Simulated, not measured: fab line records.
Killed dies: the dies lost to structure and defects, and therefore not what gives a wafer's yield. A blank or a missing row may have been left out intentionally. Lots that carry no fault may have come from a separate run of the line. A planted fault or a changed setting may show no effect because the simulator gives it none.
Which of the tools did it? -- flow n5_finfet -- 12 lots, 36 wafers sampled, at 1 step of a route of 1938

== WHAT THE GAUGES READ, wafer by wafer ==
N5_BEOL_M5_THK_MEAS_53: measures by xrf.
lot,measured,on,M5_THK (nm)
L076,day 8 21:58,film_metro-01,59.8 61.5 60.8
L077,day 9 10:26,film_metro-01,62.0 61.0 62.7
L079,day 9 23:54,film_metro-02,60.0 60.9 60.9
L081,day 10 14:32,film_metro-01,61.8 62.2 64.1
L082,day 11 02:01,film_metro-02,62.4 64.3 63.0
L085,day 11 20:46,film_metro-02,62.3 61.2 59.0
L086,day 12 04:01,film_metro-02,59.6 61.1 62.2
L091,day 12 07:23,film_metro-01,59.0 60.2 58.6
L089,day 12 13:58,film_metro-01,63.8 62.5 62.2
L093,day 13 10:54,film_metro-01,64.0 64.2 65.1
L095,day 13 16:51,film_metro-02,64.4 61.1 62.5
L096,day 14 10:42,film_metro-01,57.8 59.7 59.6

== EACH LOT AND THE TOOL THAT RAN IT (in order: tool; ch and the chambers of the sampled wafers; start) ==
Record: no process step prior to these readings.

== THE ANSWER, worked out from the rows above alone ==
Rule: what is usual is taken from the lots themselves. Put in order of their means at a reading, lots are off if they are a third of the lots or fewer, leave a main group of 4 or more, and stand apart from it by a gap of 3 or more times the standard deviation of the main group's means; of several such gaps the widest counts. A main group is skipped when, at the precision printed for the reading in the tables above, its means are all equal. A lot without any number at a reading at which 4 lots or more have one is off too. Any other lot the step has rows for is counted as sound.
None of the lots is off at any reading shown; this tells nothing.

== WHAT WAS PUT IN BY THE SIMULATOR ==
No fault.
